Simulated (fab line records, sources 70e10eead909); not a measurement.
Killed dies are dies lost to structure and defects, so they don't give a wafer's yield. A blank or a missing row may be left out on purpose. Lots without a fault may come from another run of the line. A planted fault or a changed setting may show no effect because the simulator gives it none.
Chamber matching | flow nand_harc | NHARC_A_BLC_ETCH_16 on rie_diel-04: 4 sister chambers
The step etches the open film in CF4, target depth 39 nm, time 65 s. 22 wafers are shown with their chamber, then 11 later ones without.

WAFERS WITH THEIR CHAMBER
wafer  | chamber | showerhead_plenum_p_Torr (Torr) | drypump_motor_current_A (A) | oes_product_au (a.u.)
L074.1 | 3       | 1.77                            | 5.5                         | 1.002
L074.3 | 1       | 1.65                            | 6.5                         | 1.011
L074.6 | 2       | 1.67                            | 5.8                         | 0.991
L077.3 | 3       | 1.77                            | 5.5                         | 1.009
L077.4 | 1       | 1.65                            | 6.5                         | 0.999
L077.6 | 2       | 1.67                            | 5.7                         | 0.996
L079.1 | 3       | 1.77                            | 5.5                         | 1.005
L079.3 | 2       | 1.67                            | 5.8                         | 0.996
L079.6 | 1       | 1.65                            | 6.6                         | 1.005
L082.3 | 0       | 1.65                            | 5.4                         | 0.996
L082.4 | 3       | 1.77                            | 5.5                         | 1.005
L082.6 | 1       | 1.65                            | 6.6                         | 1.002
L085.1 | 3       | 1.77                            | 5.5                         | 1.010
L085.2 | 2       | 1.67                            | 5.7                         | 0.987
L085.3 | 0       | 1.65                            | 5.3                         | 0.990
L084.2 | 2       | 1.67                            | 5.8                         | 0.988
L084.4 | 3       | 1.77                            | 5.5                         | 1.015
L084.5 | 0       | 1.65                            | 5.3                         | 0.994
L083.1 | 3       | 1.77                            | 5.5                         | 1.002
L083.3 | 0       | 1.65                            | 5.3                         | 0.984
L083.5 | 0       | 1.65                            | 5.4                         | 0.985
L087.3 | 3       | 1.76                            | 5.5                         | 1.001

SIGNATURES (means of the wafers above)
reading                  | chamber 0 | chamber 1 | chamber 2 | chamber 3 | scatter within a chamber
showerhead_plenum_p_Torr | 1.6500    | 1.6500    | 1.6700    | 1.7688    | 0.0022
drypump_motor_current_A  | 5.340     | 6.550     | 5.760     | 5.500     | 0.0435
oes_product_au           | 0.98980   | 1.00425   | 0.99160   | 1.00612   | 0.00489
Rule: a wafer's distance from a chamber is the root of the sum, over the readings, of the square of ((its reading less the chamber's mean) divided by the reading's scatter). The wafer belongs to the nearest chamber; if the next one is less than 2 further off, it can't be placed. The scatter: the root of (the sum of the squares of (reading less its chamber's mean) over the shown wafers, divided by (wafers less chambers)).

WAFERS WITHOUT THEIR CHAMBER
wafer  | showerhead_plenum_p_Torr (Torr) | drypump_motor_current_A (A) | oes_product_au (a.u.)
L087.4 | 1.66                            | 5.8                         | 0.990
L087.6 | 1.66                            | 5.8                         | 0.987
L093.3 | 1.64                            | 5.3                         | 0.991
L093.4 | 1.76                            | 5.5                         | 1.011
L093.6 | 1.65                            | 6.5                         | 1.008
L094.1 | 1.64                            | 5.3                         | 0.999
L094.2 | 1.65                            | 6.6                         | 1.007
L094.4 | 1.76                            | 5.5                         | 1.004
L097.2 | 1.76                            | 5.5                         | 1.005
L097.4 | 1.64                            | 5.3                         | 1.008
L097.5 | 1.64                            | 6.5                         | 1.018

WHICH CHAMBER EACH WENT THROUGH
wafer  | from the rows above | in truth
L087.4 | 2                   | 2
L087.6 | 2                   | 2
L093.3 | 0                   | 0
L093.4 | 3                   | 3
L093.6 | 1                   | 1
L094.1 | 0                   | 0
L094.2 | 1                   | 1
L094.4 | 3                   | 3
L097.2 | 3                   | 3
L097.4 | 0                   | 0
L097.5 | 1                   | 1
Placed correctly: 11 of 11. Can't be placed from these rows: 0. Placed wrongly: 0.
